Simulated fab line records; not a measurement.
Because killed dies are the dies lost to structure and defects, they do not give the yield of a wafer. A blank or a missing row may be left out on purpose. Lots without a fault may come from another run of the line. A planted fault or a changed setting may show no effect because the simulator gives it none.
Chamber matching | flow n5-finfet | N5_FIN_SAQP_SPACER2_ALD_28 on ald-sin-04: 4 sister chambers
The step deposits SiO2, target thk 8.1 nm, pulse time 1 s, purge time 2 s. 8 wafers are shown with their chamber, then 9 later ones without.

WAFERS PAIRED WITH THEIR CHAMBERS
wafer  | chamber | heater-power-w (W) | precursor-pulse-height-rel
L081.6 | 0       | 423                | 1.015
L086.2 | 3       | 457                | 1.004
L089.2 | 1       | 440                | 1.003
L089.4 | 2       | 424                | 0.984
L089.5 | 1       | 449                | 1.020
L092.1 | 0       | 419                | 1.019
L092.2 | 3       | 453                | 0.951
L092.3 | 2       | 438                | 0.986

WAFERS WHOSE CHAMBER IS MISSING
wafer  | heater-power-w (W) | precursor-pulse-height-rel
L094.2 | 427                | 1.015
L094.3 | 462                | 1.002
L094.4 | 417                | 0.994
L096.2 | 434                | 1.047
L096.3 | 445                | 0.969
L096.5 | 459                | 1.008
L097.2 | 403                | 0.975
L097.4 | 448                | 0.964
L097.6 | 446                | 0.960

WHICH CHAMBER EACH ONE RAN IN
wafer  | from the rows above          | in truth
L094.2 | can't be placed: 0 or 2 or 1 | 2
L094.3 | can't be placed: 3 or 1      | 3
L094.4 | can't be placed: 0 or 2      | 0
L096.2 | can't be placed: 1 or 0 or 2 | 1
L096.3 | can't be placed: 3 or 1 or 2 | 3
L096.5 | can't be placed: 3 or 1      | 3
L097.2 | can't be placed: 0 or 2      | 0
L097.4 | can't be placed: 3 or 1 or 2 | 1
L097.6 | can't be placed: 3 or 1 or 2 | 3
Placed correctly: 0 of 9. Unplaceable from these rows: 9, with the true chamber sitting among the candidates in 9. Number placed wrongly: 0.
How it was worked out, from the rows above alone: a wafer's distance from a chamber is the root of the sum, over the readings, of the square of ((its reading less the chamber's mean) divided by the reading's scatter). The wafer belongs to the nearest chamber; if the next one is less than 2 further off, it can't be placed. The mean given for a chamber averages the wafers shown for that chamber. The scatter: the root of (the sum of the squares of (reading less its chamber's mean) over the shown wafers, divided by (wafers less chambers)).
